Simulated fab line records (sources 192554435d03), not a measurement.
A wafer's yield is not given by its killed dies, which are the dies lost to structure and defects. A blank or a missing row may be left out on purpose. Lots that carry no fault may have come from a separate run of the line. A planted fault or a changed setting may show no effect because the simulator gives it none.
Chamber matching / flow n5-finfet / 3 sister chambers for N5_BEOL_M12_ETCH_68 on rie-diel-03
The step etches SOC in N2/H2, time 285 s. 14 wafers are shown with their chamber, then 3 later ones without.

## WAFERS WITH THEIR CHAMBER
wafer=L074.2; chamber=2; showerhead-plenum-p-Torr (Torr)=2.54; oes-product-au (a.u.)=0.72; throttle-valve-pct (%)=17.75
wafer=L074.4; chamber=1; showerhead-plenum-p-Torr (Torr)=2.57; oes-product-au (a.u.)=0.82; throttle-valve-pct (%)=17.69
wafer=L074.5; chamber=0; showerhead-plenum-p-Torr (Torr)=2.63; oes-product-au (a.u.)=0.72; throttle-valve-pct (%)=17.64
wafer=L078.3; chamber=2; showerhead-plenum-p-Torr (Torr)=2.53; oes-product-au (a.u.)=0.71; throttle-valve-pct (%)=17.75
wafer=L078.4; chamber=1; showerhead-plenum-p-Torr (Torr)=2.57; oes-product-au (a.u.)=0.80; throttle-valve-pct (%)=17.71
wafer=L078.6; chamber=1; showerhead-plenum-p-Torr (Torr)=2.57; oes-product-au (a.u.)=0.81; throttle-valve-pct (%)=17.73
wafer=L082.2; chamber=2; showerhead-plenum-p-Torr (Torr)=2.53; oes-product-au (a.u.)=0.70; throttle-valve-pct (%)=17.78
wafer=L082.5; chamber=0; showerhead-plenum-p-Torr (Torr)=2.62; oes-product-au (a.u.)=0.71; throttle-valve-pct (%)=17.65
wafer=L082.6; chamber=1; showerhead-plenum-p-Torr (Torr)=2.56; oes-product-au (a.u.)=0.80; throttle-valve-pct (%)=17.74
wafer=L085.1; chamber=1; showerhead-plenum-p-Torr (Torr)=2.56; oes-product-au (a.u.)=0.80; throttle-valve-pct (%)=17.74
wafer=L085.2; chamber=0; showerhead-plenum-p-Torr (Torr)=2.62; oes-product-au (a.u.)=0.71; throttle-valve-pct (%)=17.69
wafer=L085.6; chamber=0; showerhead-plenum-p-Torr (Torr)=2.62; oes-product-au (a.u.)=0.71; throttle-valve-pct (%)=17.67
wafer=L089.2; chamber=2; showerhead-plenum-p-Torr (Torr)=2.53; oes-product-au (a.u.)=0.71; throttle-valve-pct (%)=17.79
wafer=L089.4; chamber=0; showerhead-plenum-p-Torr (Torr)=2.61; oes-product-au (a.u.)=0.72; throttle-valve-pct (%)=17.68

SIGNATURES, as means of the wafers listed above
reading=showerhead-plenum-p-Torr; chamber 0=2.6200; chamber 1=2.5660; chamber 2=2.5325; scatter within a chamber=0.00599
reading=oes-product-au; chamber 0=0.7140; chamber 1=0.8060; chamber 2=0.7100; scatter within a chamber=0.00763
reading=throttle-valve-pct; chamber 0=17.6660; chamber 1=17.7220; chamber 2=17.7675; scatter within a chamber=0.0211
Rule: a wafer lies at a distance from a chamber equal to the root of the sum of squares, over the readings, of (its reading less the chamber's mean, divided by the reading's scatter). The wafer belongs to the nearest chamber; if the next one is less than 2 further off, it can't be placed. The scatter: take each reading less its chamber's mean, square it, sum over the shown wafers, divide by the number of wafers less the number of chambers, and take the root.

## WAFERS WITH NO CHAMBER GIVEN
wafer=L089.5; showerhead-plenum-p-Torr (Torr)=2.61; oes-product-au (a.u.)=0.71; throttle-valve-pct (%)=17.67
wafer=L091.3; showerhead-plenum-p-Torr (Torr)=2.52; oes-product-au (a.u.)=0.69; throttle-valve-pct (%)=17.78
wafer=L094.6; showerhead-plenum-p-Torr (Torr)=2.61; oes-product-au (a.u.)=0.70; throttle-valve-pct (%)=17.71

## WHICH CHAMBER EACH ONE RAN IN
wafer=L089.5; from the rows above=0; in truth=0
wafer=L091.3; from the rows above=2; in truth=2
wafer=L094.6; from the rows above=0; in truth=0
Correct placement for 3 of the 3. Number that these rows cannot place: 0. Number placed wrongly: 0.
